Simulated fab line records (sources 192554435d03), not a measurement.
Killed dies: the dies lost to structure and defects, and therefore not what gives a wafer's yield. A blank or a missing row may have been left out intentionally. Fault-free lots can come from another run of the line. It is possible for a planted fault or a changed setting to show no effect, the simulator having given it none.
Matching of chambers / flow n5Finfet / pecvd-01 running N5_BEOL_M0_DEP_125: 3 sister chambers
The step deposits SiCN from 3MS/NH3, target thk 8 nm, time 14 s. 3 wafers are shown with their chamber, then 8 later ones without.

== WAFERS, EACH WITH ITS CHAMBER ==
wafer=L088.1; chamber=2; throttleValvePct (%)=8.8
wafer=L088.5; chamber=0; throttleValvePct (%)=10.1
wafer=L089.3; chamber=1; throttleValvePct (%)=10.1

== WAFERS MISSING THEIR CHAMBER ==
wafer=L089.5; throttleValvePct (%)=9.1
wafer=L089.6; throttleValvePct (%)=10.0
wafer=L093.1; throttleValvePct (%)=10.3
wafer=L093.3; throttleValvePct (%)=8.6
wafer=L093.6; throttleValvePct (%)=9.1
wafer=L095.1; throttleValvePct (%)=8.9
wafer=L095.2; throttleValvePct (%)=10.3
wafer=L095.5; throttleValvePct (%)=10.1

== CHAMBER TAKEN BY EACH ==
wafer=L089.5; from the rows above=2; in truth=2
wafer=L089.6; from the rows above=can't be placed: 0 or 1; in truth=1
wafer=L093.1; from the rows above=can't be placed: 0 or 1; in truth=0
wafer=L093.3; from the rows above=2; in truth=2
wafer=L093.6; from the rows above=2; in truth=2
wafer=L095.1; from the rows above=2; in truth=2
wafer=L095.2; from the rows above=can't be placed: 0 or 1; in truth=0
wafer=L095.5; from the rows above=can't be placed: 0 or 1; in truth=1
Correctly placed: 4 of 8. These rows do not allow placing 4 (true chamber among the candidates in 4). 0 placed wrongly.
How it was worked out, from the rows above alone: a wafer's distance from a chamber is the root of the sum, over the readings, of the square of ((its reading less the chamber's mean) divided by the reading's scatter). If the next closest chamber is less than 2 further off than the closest, the wafer can't be placed; otherwise it belongs to the closest. For every chamber, the mean is computed from those of its wafers that are shown. The scatter (one wafer shown for each chamber): square how far every hidden wafer sits from the nearest shown wafer, average those squares and take the square root.
